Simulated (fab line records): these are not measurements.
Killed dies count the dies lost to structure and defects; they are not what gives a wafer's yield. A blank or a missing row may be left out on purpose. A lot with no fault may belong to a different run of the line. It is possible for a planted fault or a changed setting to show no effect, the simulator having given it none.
fab line records	flow nandHarc
record lots=5	wafers=15	lastDay=22
route steps=1159 shown P_ZERO_WELL@14 END@1159
lots untouched by any fault: they come from a run of this same line in which no faults occurred
startH: hours from the record's opening day to when the first of the lot's shown wafers began	waitH: hours elapsed since this lot's preceding step	" identical to the entry in the row above	L1.1+2: a single row standing in for several wafers	- no value, or no start was given	* or withheld: withheld	< > ~ a bound
route shown NAME@n: NAME is a module with steps in the file, n the number in the route of the first one	usual: mean and standard deviation over wafers with no fault	same: alike in all rows	chamber/n: place in a boat	sites: readings site by site	_std_site: the values' standard deviation	_edge_site: outer sites' mean less inner sites'	radiusMm: for every site, how far away it sits from the centre of the wafer	mask NAME#n: copy n	behind: tool/chamber where the wafer was last shaped	hold: why the lot went on hold/how many hours it stayed there/how the hold came to an end	device: which transistor (n, p or np) failed to switch	end of line: the route-end tests of the same wafers	a step given without rows: its recipe and nothing more	killed: at the first sort, the dies lost to defects and structure; wafer yield is something else	map: a wafer's dies, marking killed ones x, the rest . and places with no die _
set.NAME: the setting that was run; set.NAME@STEP: the one run at that earlier step	model.NAME: the simulator's own value behind a step, which no gauge read
lots seen at some steps along the route; tables by step, rows by wafer
services: the hour from which a tool's chamber was out of use, counted from the record's first day as startH (under 0 if before that day), plus the number of hours and why
## steps
# step NHARC_P_ZERO_WELL_CD_MEAS_11
# recipe targetCdNm=500	landingEnergyEv=500
# usual cdNm=500.3/2.5
lot.wafer	tool	chamber	startH	waitH	cdNm
L373.2	cdSem-01	0	13.24	-	500.3
L373.3	"	0	"	"	502.4
L373.5	"	0	"	"	502.5
L380.2	cdSem-01	0	55.25	-	504.7
L380.3	"	0	"	"	500.4
L380.4	"	0	"	"	504.2
L382.2	cdSem-01	0	67.11	-	500.9
L382.4	"	0	"	"	499.1
L382.6	"	0	"	"	495.5
L383.1	cdSem-02	0	73.25	-	499.4
L383.5	"	0	"	"	501.9
L383.6	"	0	"	"	501.5
L384.1	cdSem-02	0	79.24	-	500.5
L384.4	"	0	"	"	496.2
L384.6	"	0	"	"	500.1
# step NHARC_P_ZERO_WELL_HARDBAKE_12
# recipe tempC=118	timeS=65
# step NHARC_P_ZERO_WELL_DESCUM_13
# recipe timeS=3	o2FlowSccm=200	arFlowSccm=0	biasPowerW=0	chemistry=O2
# usual drypumpMotorCurrentA=6.0/0.49	oesProductAu=0.997/0.011	rfVppV=57.9/0.92	showerheadPlenumPTorr=1.95/0.085	throttleValvePct=11.311/0.0097
lot.wafer	tool	chamber	startH	waitH	drypumpMotorCurrentA	oesProductAu	rfHoursCounterH	rfVppV	showerheadPlenumPTorr	throttleValvePct
L373.2	rieDiel-07	2	13.40	-	6.3	0.996	6	58.9	2.01	11.321
L373.3	"	3	"	"	6.1	0.993	8	58.4	1.86	11.311
L373.5	"	2	"	"	6.3	0.987	-	57.6	2.01	11.313
L380.4	rieDiel-12	1	55.41	-	4.9	0.996	1	58.1	1.93	11.311
L380.3	"	2	"	"	5.4	0.988	2	56.1	2.06	11.319
L380.2	"	3	"	"	6.5	1.007	2	57.3	2.02	11.307
L382.2	rieDiel-07	2	67.28	-	6.3	0.994	1	58.4	2.01	11.314
L382.6	"	1	"	"	5.9	1.005	-	57.8	2.02	11.317
L382.4	"	2	"	"	6.3	0.984	-	57.8	2.01	11.311
L383.1	rieDiel-06	1	73.42	-	6.0	0.978	0	57.2	1.78	11.303
L383.6	"	0	"	"	5.9	0.988	-	59.0	2.00	11.322
L383.5	"	1	"	"	6.0	0.986	-	57.4	1.78	11.325
L384.1	rieDiel-06	3	79.40	-	5.0	1.012	1	56.2	1.79	11.315
L384.4	"	1	"	"	6.0	0.990	1	56.0	1.78	11.315
L384.6	"	0	"	"	5.9	0.983	-	59.0	2.00	11.312
# step NHARC_P_ZERO_WELL_ETCH_65
# recipe targetDepthA=800	overetchA=240	timeS=87.88	ionEnergyEv=200	n2FlowSccm=150	h2FlowSccm=150	arFlowSccm=0	rfW=400	biasW=150	chemistry=N2/H2
# usual drypumpMotorCurrentA=6.0/0.51	oesProductAu=1.000/0.01	rfFwdPowerW=397.4/1.4	rfVppV=431.4/2.6	showerheadPlenumPTorr=2.07/0.094	throttleValvePct=14.172/0.0088
lot.wafer	tool	chamber	startH	waitH	drypumpMotorCurrentA	oesProductAu	rfFwdPowerW	rfHoursCounterH	rfVppV	showerheadPlenumPTorr	throttleValvePct
L373.3	rieDiel-07	0	13.47	0.1	6.7	1.014	397.7	8	430.2	2.05	14.167
L373.2	"	2	"	"	6.3	0.994	398.1	6	431.9	2.14	14.161
L373.5	"	1	"	"	5.9	1.006	397.7	-	433.9	2.16	14.167
L380.3	rieDiel-12	1	55.49	0.1	4.9	0.988	398.1	1	431.5	2.06	14.163
L380.4	"	3	"	"	6.5	1.005	396.6	2	432.5	2.15	14.184
L380.2	"	0	"	"	5.8	0.991	399.9	2	432.5	2.13	14.160
L382.2	rieDiel-07	2	67.38	0.1	6.3	0.980	397.1	1	432.9	2.14	14.168
L382.4	"	1	"	"	5.9	1.004	397.9	-	434.4	2.16	14.166
L382.6	"	2	"	"	6.3	0.974	397.8	-	433.7	2.14	14.178
L383.1	rieDiel-06	3	73.50	0.1	5.0	1.011	395.0	0	426.2	1.91	14.145
L383.6	"	2	"	"	5.6	0.993	397.3	-	428.2	1.95	14.171
L383.5	"	3	"	"	5.0	1.012	396.7	-	427.3	1.91	14.166
L384.4	rieDiel-06	0	79.50	0.1	5.9	0.997	397.5	1	433.0	2.14	14.170
L384.1	"	1	"	"	6.0	0.993	397.9	1	426.3	1.90	14.155
L384.6	"	3	"	"	5.0	1.014	394.3	-	427.3	1.91	14.174
# step NHARC_P_ZERO_WELL_ETCH_62
# recipe targetDepthA=130	timeS=6.5	chf3FlowSccm=50	arFlowSccm=200	rfW=500	biasW=200	chemistry=CHF3/Ar
# usual drypumpMotorCurrentA=6.0/0.5	oesProductAu=0.961/0.018	rfFwdPowerW=488.9/2.5	rfVppV=371.4/2.3	showerheadPlenumPTorr=2.38/0.1	throttleValvePct=20.217/0.0081
lot.wafer	tool	chamber	startH	waitH	drypumpMotorCurrentA	oesProductAu	rfFwdPowerW	rfHoursCounterH	rfVppV	showerheadPlenumPTorr	throttleValvePct
L373.2	rieDiel-07	2	-	-	6.3	0.939	490.4	6	370.5	2.45	20.214
L373.3	"	0	"	"	6.7	0.942	492.1	8	370.2	2.36	20.216
L373.5	"	3	"	"	6.1	0.925	484.5	-	370.2	2.28	20.221
L380.2	rieDiel-12	1	-	-	5.0	0.960	487.1	2	369.4	2.36	20.226
L380.4	"	2	"	"	5.4	0.964	486.2	2	374.4	2.51	20.216
L380.3	"	0	"	"	5.8	0.956	491.6	2	371.0	2.44	20.213
L382.2	rieDiel-07	0	-	-	6.7	0.959	494.9	1	371.9	2.36	20.223
L382.4	"	0	"	"	6.7	0.962	493.4	-	369.6	2.36	20.225
L382.6	"	1	"	"	5.9	0.971	488.5	-	373.7	2.47	20.205
L383.1	rieDiel-06	3	-	-	5.0	0.988	485.9	0	366.5	2.20	20.219
L383.6	"	2	"	"	5.6	0.963	486.7	-	367.3	2.24	20.209
L383.5	"	3	"	"	5.1	0.988	485.7	-	367.8	2.20	20.219
L384.1	rieDiel-06	1	-	-	6.0	0.967	486.6	1	367.3	2.19	20.222
L384.4	"	2	"	"	5.6	0.978	486.9	1	371.1	2.24	20.216
L384.6	"	0	"	"	5.9	0.949	486.2	-	374.0	2.45	20.221
# step NHARC_P_ZERO_WELL_ETCH_63
# recipe targetDepthA=1200	timeS=40.1	hbrFlowSccm=150	cl2FlowSccm=50	rfW=400	icpW=400	biasW=100	chemistry=HBr/Cl2
# usual drypumpMotorCurrentA=5.8/0.54	oesProductAu=0.996/0.0093	rfFwdPowerW=395.3/1.6	throttleValvePct=26.405/0.0089
lot.wafer	tool	chamber	startH	waitH	drypumpMotorCurrentA	oesProductAu	rfFwdPowerW	rfHoursCounterH	throttleValvePct
L373.3	rieSi-02	0	13.64	-	5.5	0.993	397.1	1.2	26.414
L373.2	"	2	"	"	5.9	0.975	394.2	1.2	26.407
L373.5	"	0	"	"	5.5	0.990	396.6	-	26.399
L380.3	rieSi-02	1	55.68	-	5.1	1.000	393.2	0.2	26.397
L380.4	"	2	"	"	5.9	0.999	395.2	0.1	26.410
L380.2	"	3	"	"	5.7	0.995	399.4	0.1	26.408
L382.4	rieSi-01	2	67.58	-	6.5	0.994	393.2	0.9	26.411
L382.2	"	3	"	"	6.6	1.009	394.7	1.0	26.397
L382.6	"	1	"	"	5.9	0.996	397.9	-	26.405
L383.1	rieSi-06	2	73.69	-	6.1	1.000	394.6	0.7	26.419
L383.5	"	1	"	"	5.6	0.986	396.6	-	26.400
L383.6	"	2	"	"	6.1	0.988	395.5	-	26.417
L384.4	rieSi-02	0	79.66	-	5.5	1.017	396.7	0.3	26.400
L384.1	"	1	"	"	5.1	0.995	395.4	0.4	26.415
L384.6	"	0	"	"	5.5	1.009	394.9	-	26.416
# step NHARC_P_ZERO_WELL_STRIP_15
# recipe timeS=900	tempC=130	chemistry=SPM
# step NHARC_P_ZERO_WELL_DEHYDRATE_16
# recipe tempC=150	timeS=120
# step NHARC_P_ZERO_WELL_HMDS_17
# recipe timeS=30
# step NHARC_P_ZERO_WELL_COAT_18
# recipe spinRpm=withheld
# step NHARC_P_ZERO_WELL_SOFTBAKE_19
# recipe tempC=122	timeS=95
# step NHARC_P_ZERO_WELL_EBR_20
# step NHARC_P_ZERO_WELL_EXPOSE_21
# recipe na=0.6	targetCdNm=720	doseMj=22.31	maskId=P_NWELL
lot.wafer	tool	chamber	startH	waitH	mask
L373.2+3+5	krfScanner-04	0	14.42	-	P_NWELL#0
L380.2+3+4	krfScanner-01	0	56.45	-	P_NWELL#0
L382.2+4+6	krfScanner-01	0	68.21	-	P_HVPW#0
L383.1+5+6	krfScanner-02	0	74.46	-	P_NWELL#0
L384.1+4+6	krfScanner-02	0	80.35	-	P_NWELL#0
# step NHARC_P_ZERO_WELL_PEB_22
# recipe pebTempC=118	pebTimeS=85
# step NHARC_P_ZERO_WELL_DEVELOP_23
# recipe timeS=70
# step NHARC_P_ZERO_WELL_CD_MEAS_24
# recipe targetCdNm=720	landingEnergyEv=500
# usual cdNm=719.3/1.6
lot.wafer	tool	chamber	startH	waitH	cdNm
L373.2	cdSem-01	0	14.57	-	719.2
L373.3	"	0	"	"	719.7
L373.5	"	0	"	"	715.7
L380.2	cdSem-01	0	56.61	-	720.1
L380.3	"	0	"	"	717.8
L380.4	"	0	"	"	716.8
L382.2	cdSem-02	0	68.36	-	-
L382.4	"	0	"	"	-
L382.6	"	0	"	"	-
L383.1	cdSem-03	0	74.63	-	718.4
L383.5	"	0	"	"	719.1
L383.6	"	0	"	"	720.2
L384.1	cdSem-03	0	80.51	-	718.0
L384.4	"	0	"	"	719.6
L384.6	"	0	"	"	719.4
# step NHARC_P_ZERO_WELL_HARDBAKE_25
# recipe tempC=125	timeS=80
# step NHARC_END_SORT_01
# recipe tempC=25
# usual killedAtArray=29/13	killedAtOther=0.7/1	killedAtPeriphery=3.2/2.3	killedDies=33/13	killedOpen=3.3/1.7	killedShort=2.0/1.5
# same grossDies=677
lot.wafer	tool	chamber	startH	waitH	killedAtArray	killedAtOther	killedAtPeriphery	killedDies	killedOpen	killedShort
L382.2	prober-02	0	506.42	2.8	54	0	623	677	3	4
L382.4	prober-02	0	508.00	3.4	40	1	636	677	3	5
L382.6	prober-02	0	509.58	3.9	39	1	637	677	3	10
# killed by level:class
L382.2 P_ZERO_WELL:areaExpose=622 A_CHANNEL_HOLE_D1:chamberFilmFlake=16 A_SLIT:chamberFilmFlake=15 A_STAIRCASE:chamberFilmFlake=8 A_CONTACT:chamberFilmFlake=6 A_CHANNEL_FILL_D1:geometricParticle:open=2 A_CHANNEL_FILL_D1:geometricParticle:short=1 A_WL_FILL:geometricParticle:short=1
L382.4 P_ZERO_WELL:areaExpose=633 A_CHANNEL_HOLE_D1:chamberFilmFlake=16 A_SLIT:chamberFilmFlake=13 A_CONTACT:chamberFilmFlake=4 A_CHANNEL_FILL_D1:geometricParticle:short=2 P_M1:geometricParticle:open=1 A_CHANNEL_FILL_D1:geometricParticle:open=1 A_SGD_CUT:geometricParticle:short=1
L382.6 P_ZERO_WELL:areaExpose=634 A_CHANNEL_HOLE_D1:chamberFilmFlake=15 A_SLIT:chamberFilmFlake=10 A_ONON_D1:geometricParticle:short=2 A_CHANNEL_FILL_D1:geometricParticle:short=2 A_ZERO_WELL:chamberFilmFlake=2 P_CONTACT:geometricParticle:short=1 P_M0:geometricParticle:short=1
# map L382.2 (x killed, . not)
____________x____________
_________xxxxxxx_________
_______xxxxxxxxxxx_______
______xxxxxxxxxxxxx______
_____xxxxxxxxxxxxxxx_____
____xxxxxxxxxxxxxxxxx____
____xxxxxxxxxxxxxxxxx____
___xxxxxxxxxxxxxxxxxxx___
___xxxxxxxxxxxxxxxxxxx___
__xxxxxxxxxxxxxxxxxxxxx__
__xxxxxxxxxxxxxxxxxxxxx__
_xxxxxxxxxxxxxxxxxxxxxxx_
_xxxxxxxxxxxxxxxxxxxxxxx_
_xxxxxxxxxxxxxxxxxxxxxxx_
_xxxxxxxxxxxxxxxxxxxxxxx_
_xxxxxxxxxxxxxxxxxxxxxxx_
xxxxxxxxxxxxxxxxxxxxxxxxx
xxxxxxxxxxxxxxxxxxxxxxxxx
xxxxxxxxxxxxxxxxxxxxxxxxx
xxxxxxxxxxxxxxxxxxxxxxxxx
xxxxxxxxxxxxxxxxxxxxxxxxx
_xxxxxxxxxxxxxxxxxxxxxxx_
_xxxxxxxxxxxxxxxxxxxxxxx_
_xxxxxxxxxxxxxxxxxxxxxxx_
_xxxxxxxxxxxxxxxxxxxxxxx_
_xxxxxxxxxxxxxxxxxxxxxxx_
__xxxxxxxxxxxxxxxxxxxxx__
__xxxxxxxxxxxxxxxxxxxxx__
___xxxxxxxxxxxxxxxxxxx___
___xxxxxxxxxxxxxxxxxxx___
____xxxxxxxxxxxxxxxxx____
____xxxxxxxxxxxxxxxxx____
_____xxxxxxxxxxxxxxx_____
______xxxxxxxxxxxxx______
_______xxxxxxxxxxx_______
_________xxxxxxx_________
____________x____________
# map L380.4 (x killed, . not)
____________.____________
_________x..x.xx_________
_______......xx..._______
______.......x.x...______
_____..............._____
____.................____
____.............x...____
___........x..........___
___...................___
__.....................__
__...........x.........__
_x.x...................._
_...........x..........._
_x...x.....x............_
_.......x..x............_
_.........x.....x......._
....x....................
.........................
.........................
..x......................
.........................
_......................._
_......................._
_....................x.._
_......................._
_......................._
__.....................__
__.....................__
___...................___
___...................___
____.................____
____.......x.........____
_____..............._____
______.............______
_______..........._______
_________......._________
____________.____________
## services
tool	chamber	startH	hours	kind
rieDiel-06	0	-5.63	-	clean
rieDiel-06	1	-5.63	-	clean
rieDiel-06	2	-5.63	-	clean
rieDiel-06	3	-5.63	-	clean
rieSi-02	-	-0.98	0.5	repair
rieDiel-12	0	-0.12	3.9	repair
krfScanner-04	-	-0.01	1.0	repair
rieSi-06	3	1.82	15.5	repair
rieDiel-07	0	5.70	-	clean
rieDiel-07	1	5.70	-	clean
rieDiel-07	2	5.70	-	clean
rieDiel-07	3	5.70	-	clean
rieSi-06	-	6.00	9.0	pm
rieDiel-06	1	10.32	5.0	repair
rieDiel-06	0	19.10	-	clean
rieDiel-06	3	22.64	2.4	repair
rieDiel-12	-	25.47	9.0	pm
rieDiel-07	3	29.47	46.1	repair
rieSi-02	-	34.00	9.0	pm
krfScanner-02	-	38.00	4.0	pm
rieDiel-07	-	51.20	9.0	pm
rieSi-06	0	54.51	6.9	repair
krfScanner-04	-	60.81	6.1	repair
rieDiel-06	-	64.20	9.0	pm
## key
firstSign step=NHARC_P_ZERO_WELL_EXPOSE_21	reading=mask	direction=changed
effect step=NHARC_P_ZERO_WELL_CD_MEAS_24	reading=cdNm	direction=missing
effect step=NHARC_END_SORT_01	reading=killedAtPeriphery	direction=up	sigmas=99+	usual=3.2	struck=632
moreKillsBornAt NHARC_P_ZERO_WELL_EXPOSE_21@krfScanner-01=1889
metAt NHARC_P_ZERO_WELL_EXPOSE_21
struckWafers L382.2,L382.4,L382.6
laterRowsLeftOut L382.2,L382.4,L382.6
testerLeftOut L382
onsetBetween 56.45 68.21
fault kind=wrongMask	tool=any	chamber=-	onsetH=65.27	steps=NHARC_P_ZERO_WELL_EXPOSE_21	auxCopy=P_HVPW#0	scope=struckLotsOnly
# testerLeftOut: of these lots the tester's yield and bins aren't shown, on N5 and GAA mostly nor the transistor test; their killed dies are dies lost to structure and defects alone, not to doping, threshold or leakage, so they don't give the yield
# laterRowsLeftOut: the simulator's readings of these wafers behind a module that went badly wrong aren't trusted and aren't shown, but for the sort
